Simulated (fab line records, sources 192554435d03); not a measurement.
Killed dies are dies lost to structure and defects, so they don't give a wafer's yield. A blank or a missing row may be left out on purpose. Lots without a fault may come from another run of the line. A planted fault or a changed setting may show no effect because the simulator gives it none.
Chamber matching | flow n5_finfet | N5_BEOL_M3_PRE_CLEAN_60 on cvd_co-02: 3 sister chambers
The step time 15 s. 3 wafers are shown with their chamber, then 12 later ones without.

WAFERS WITH THEIR CHAMBER
wafer  | chamber | heater_power_w (W)
L092.2 | 1       | 82
L092.4 | 2       | 77
L092.5 | 0       | 96

WAFERS WITHOUT THEIR CHAMBER
wafer  | heater_power_w (W)
L093.2 | 76
L093.3 | 83
L093.5 | 77
L095.1 | 82
L095.3 | 101
L095.6 | 78
L094.1 | 81
L094.4 | 83
L094.5 | 96
L097.1 | 77
L097.2 | 82
L097.3 | 99

WHICH CHAMBER EACH WENT THROUGH
wafer  | from the rows above     | in truth
L093.2 | 2                       | 2
L093.3 | 1                       | 1
L093.5 | 2                       | 2
L095.1 | 1                       | 1
L095.3 | 0                       | 0
L095.6 | can't be placed: 2 or 1 | 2
L094.1 | can't be placed: 1 or 2 | 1
L094.4 | 1                       | 1
L094.5 | 0                       | 0
L097.1 | 2                       | 2
L097.2 | 1                       | 1
L097.3 | 0                       | 0
Placed correctly: 10 of 12. Can't be placed from these rows: 2 (the true chamber is among the candidates in 2). Placed wrongly: 0.
How it was worked out, from the rows above alone: a wafer's distance from a chamber is the root of the sum, over the readings, of the square of ((its reading less the chamber's mean) divided by the reading's scatter). The wafer belongs to the nearest chamber; if the next one is less than 2 further off, it can't be placed. A chamber's mean is the mean of its shown wafers. The scatter: with one shown wafer a chamber, the root of the mean of the squares of how far each hidden wafer lies from its nearest shown one.
